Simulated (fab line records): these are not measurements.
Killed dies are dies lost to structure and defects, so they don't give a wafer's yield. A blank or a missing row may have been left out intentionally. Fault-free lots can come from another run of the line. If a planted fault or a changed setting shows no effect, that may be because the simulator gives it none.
Matching of chambers -- flow n5 finfet -- N5_HKMG_FIN_STRIP_93 on rie diel-02 has 4 sister chambers
The step strips SOC in N2/H2, time 20 s. 8 wafers are shown with their chamber, then 7 later ones without.

== WAFERS, EACH WITH ITS CHAMBER ==
wafer,chamber,showerhead plenum p Torr (Torr),throttle valve pct (%)
L079.4,3,3.24,19.2
L080.4,1,3.50,19.0
L080.5,2,3.55,19.4
L081.1,3,3.24,19.2
L081.2,2,3.55,19.3
L081.4,0,3.22,18.7
L085.1,1,3.49,19.0
L085.2,0,3.21,18.8

== WAFERS WITHOUT THEIR CHAMBER ==
wafer,showerhead plenum p Torr (Torr),throttle valve pct (%)
L085.6,3.23,19.2
L088.2,3.54,19.4
L088.5,3.54,19.4
L088.6,3.23,19.2
L092.1,3.53,19.4
L092.2,3.21,18.8
L092.5,3.21,18.8

== WHICH CHAMBER EACH ONE RAN IN ==
wafer,from the rows above,in truth
L085.6,3,3
L088.2,2,2
L088.5,2,2
L088.6,3,3
L092.1,2,2
L092.2,0,0
L092.5,0,0
7 of 7 placed correctly. Not placeable from these rows: 0. Placed wrongly: 0.
How it was worked out, from the rows above alone: a wafer's distance from a chamber is the root of the sum, over the readings, of the square of ((its reading less the chamber's mean) divided by the reading's scatter). The wafer belongs to the nearest chamber; if the next one is less than 2 further off, it can't be placed. A chamber's mean is the mean of its shown wafers. The scatter: take each reading less its chamber's mean, square it, sum over the shown wafers, divide by the number of wafers less the number of chambers, and take the root.
